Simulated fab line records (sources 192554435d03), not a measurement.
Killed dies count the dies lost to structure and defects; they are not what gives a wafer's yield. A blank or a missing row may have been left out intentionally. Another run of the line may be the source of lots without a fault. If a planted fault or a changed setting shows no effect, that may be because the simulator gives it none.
Matching of chambers || flow n5-finfet || N5_BEOL_M4_ETCH_74 on rie-diel-03: 4 sister chambers
The step etches underlayer in N2/H2, target depth 6.5 nm, time 5.2 s. 22 wafers are shown with their chamber, then 11 later ones without.

## EACH WAFER AND ITS CHAMBER
{"wafer": "L075.1", "chamber": 1, "drypump-motor-current-A (A)": 5.5, "throttle-valve-pct (%)": 17.90, "showerhead-plenum-p-Torr (Torr)": 2.63}
{"wafer": "L075.3", "chamber": 0, "drypump-motor-current-A (A)": 5.2, "throttle-valve-pct (%)": 17.57, "showerhead-plenum-p-Torr (Torr)": 2.59}
{"wafer": "L075.4", "chamber": 2, "drypump-motor-current-A (A)": 5.0, "throttle-valve-pct (%)": 18.23, "showerhead-plenum-p-Torr (Torr)": 2.59}
{"wafer": "L079.1", "chamber": 0, "drypump-motor-current-A (A)": 5.2, "throttle-valve-pct (%)": 17.56, "showerhead-plenum-p-Torr (Torr)": 2.59}
{"wafer": "L079.3", "chamber": 2, "drypump-motor-current-A (A)": 5.0, "throttle-valve-pct (%)": 18.23, "showerhead-plenum-p-Torr (Torr)": 2.59}
{"wafer": "L079.4", "chamber": 1, "drypump-motor-current-A (A)": 5.5, "throttle-valve-pct (%)": 17.92, "showerhead-plenum-p-Torr (Torr)": 2.63}
{"wafer": "L081.1", "chamber": 0, "drypump-motor-current-A (A)": 5.2, "throttle-valve-pct (%)": 17.59, "showerhead-plenum-p-Torr (Torr)": 2.58}
{"wafer": "L081.4", "chamber": 3, "drypump-motor-current-A (A)": 6.0, "throttle-valve-pct (%)": 17.70, "showerhead-plenum-p-Torr (Torr)": 2.44}
{"wafer": "L081.5", "chamber": 0, "drypump-motor-current-A (A)": 5.2, "throttle-valve-pct (%)": 17.56, "showerhead-plenum-p-Torr (Torr)": 2.59}
{"wafer": "L085.3", "chamber": 3, "drypump-motor-current-A (A)": 5.9, "throttle-valve-pct (%)": 17.71, "showerhead-plenum-p-Torr (Torr)": 2.43}
{"wafer": "L085.5", "chamber": 0, "drypump-motor-current-A (A)": 5.2, "throttle-valve-pct (%)": 17.60, "showerhead-plenum-p-Torr (Torr)": 2.58}
{"wafer": "L085.6", "chamber": 3, "drypump-motor-current-A (A)": 5.9, "throttle-valve-pct (%)": 17.71, "showerhead-plenum-p-Torr (Torr)": 2.43}
{"wafer": "L086.1", "chamber": 1, "drypump-motor-current-A (A)": 5.5, "throttle-valve-pct (%)": 17.95, "showerhead-plenum-p-Torr (Torr)": 2.62}
{"wafer": "L086.3", "chamber": 3, "drypump-motor-current-A (A)": 6.0, "throttle-valve-pct (%)": 17.71, "showerhead-plenum-p-Torr (Torr)": 2.43}
{"wafer": "L086.4", "chamber": 0, "drypump-motor-current-A (A)": 5.2, "throttle-valve-pct (%)": 17.59, "showerhead-plenum-p-Torr (Torr)": 2.58}
{"wafer": "L087.2", "chamber": 3, "drypump-motor-current-A (A)": 5.9, "throttle-valve-pct (%)": 17.72, "showerhead-plenum-p-Torr (Torr)": 2.43}
{"wafer": "L087.3", "chamber": 0, "drypump-motor-current-A (A)": 5.2, "throttle-valve-pct (%)": 17.60, "showerhead-plenum-p-Torr (Torr)": 2.58}
{"wafer": "L087.5", "chamber": 0, "drypump-motor-current-A (A)": 5.2, "throttle-valve-pct (%)": 17.61, "showerhead-plenum-p-Torr (Torr)": 2.58}
{"wafer": "L088.1", "chamber": 0, "drypump-motor-current-A (A)": 5.2, "throttle-valve-pct (%)": 17.61, "showerhead-plenum-p-Torr (Torr)": 2.58}
{"wafer": "L088.2", "chamber": 2, "drypump-motor-current-A (A)": 5.0, "throttle-valve-pct (%)": 18.25, "showerhead-plenum-p-Torr (Torr)": 2.58}
{"wafer": "L088.3", "chamber": 1, "drypump-motor-current-A (A)": 5.5, "throttle-valve-pct (%)": 17.95, "showerhead-plenum-p-Torr (Torr)": 2.62}
{"wafer": "L088.4", "chamber": 3, "drypump-motor-current-A (A)": 5.9, "throttle-valve-pct (%)": 17.71, "showerhead-plenum-p-Torr (Torr)": 2.43}

SIGNATURES (means of the wafers above)
{"reading": "drypump-motor-current-A", "chamber 0": 5.200, "chamber 1": 5.500, "chamber 2": 5.000, "chamber 3": 5.933, "scatter within a chamber": 0.0272}
{"reading": "throttle-valve-pct", "chamber 0": 17.5878, "chamber 1": 17.9300, "chamber 2": 18.2367, "chamber 3": 17.7100, "scatter within a chamber": 0.0174}
{"reading": "showerhead-plenum-p-Torr", "chamber 0": 2.5833, "chamber 1": 2.6250, "chamber 2": 2.5867, "chamber 3": 2.4317, "scatter within a chamber": 0.005}
Rule: for a wafer and a chamber, the distance is found by dividing, reading by reading, the gap between the wafer's reading and the chamber's mean by the reading's scatter, squaring, summing and taking the root. If the next closest chamber is less than 2 further off than the closest, the wafer can't be placed; otherwise it belongs to the closest. The scatter is the square root of a quotient: the sum, over the shown wafers, of each reading's squared deviation from its chamber's mean, divided by wafers minus chambers.

## WAFERS WITHOUT THEIR CHAMBER
{"wafer": "L088.5", "drypump-motor-current-A (A)": 5.5, "throttle-valve-pct (%)": 17.96, "showerhead-plenum-p-Torr (Torr)": 2.62}
{"wafer": "L088.6", "drypump-motor-current-A (A)": 5.0, "throttle-valve-pct (%)": 18.27, "showerhead-plenum-p-Torr (Torr)": 2.58}
{"wafer": "L091.3", "drypump-motor-current-A (A)": 5.0, "throttle-valve-pct (%)": 18.28, "showerhead-plenum-p-Torr (Torr)": 2.58}
{"wafer": "L091.4", "drypump-motor-current-A (A)": 5.5, "throttle-valve-pct (%)": 17.97, "showerhead-plenum-p-Torr (Torr)": 2.62}
{"wafer": "L091.6", "drypump-motor-current-A (A)": 5.2, "throttle-valve-pct (%)": 17.59, "showerhead-plenum-p-Torr (Torr)": 2.58}
{"wafer": "L093.3", "drypump-motor-current-A (A)": 6.0, "throttle-valve-pct (%)": 17.74, "showerhead-plenum-p-Torr (Torr)": 2.43}
{"wafer": "L093.4", "drypump-motor-current-A (A)": 5.2, "throttle-valve-pct (%)": 17.61, "showerhead-plenum-p-Torr (Torr)": 2.57}
{"wafer": "L093.6", "drypump-motor-current-A (A)": 5.2, "throttle-valve-pct (%)": 17.62, "showerhead-plenum-p-Torr (Torr)": 2.57}
{"wafer": "L096.1", "drypump-motor-current-A (A)": 5.5, "throttle-valve-pct (%)": 17.99, "showerhead-plenum-p-Torr (Torr)": 2.61}
{"wafer": "L096.5", "drypump-motor-current-A (A)": 5.0, "throttle-valve-pct (%)": 18.29, "showerhead-plenum-p-Torr (Torr)": 2.57}
{"wafer": "L096.6", "drypump-motor-current-A (A)": 5.5, "throttle-valve-pct (%)": 18.00, "showerhead-plenum-p-Torr (Torr)": 2.61}

## WHICH CHAMBER EACH WENT THROUGH
{"wafer": "L088.5", "from the rows above": 1, "in truth": 1}
{"wafer": "L088.6", "from the rows above": 2, "in truth": 2}
{"wafer": "L091.3", "from the rows above": 2, "in truth": 2}
{"wafer": "L091.4", "from the rows above": 1, "in truth": 1}
{"wafer": "L091.6", "from the rows above": 0, "in truth": 0}
{"wafer": "L093.3", "from the rows above": 3, "in truth": 3}
{"wafer": "L093.4", "from the rows above": 0, "in truth": 0}
{"wafer": "L093.6", "from the rows above": 0, "in truth": 0}
{"wafer": "L096.1", "from the rows above": 1, "in truth": 1}
{"wafer": "L096.5", "from the rows above": 2, "in truth": 2}
{"wafer": "L096.6", "from the rows above": 1, "in truth": 1}
11 of 11 placed correctly. Left unplaced by these rows: 0. Number placed wrongly: 0.
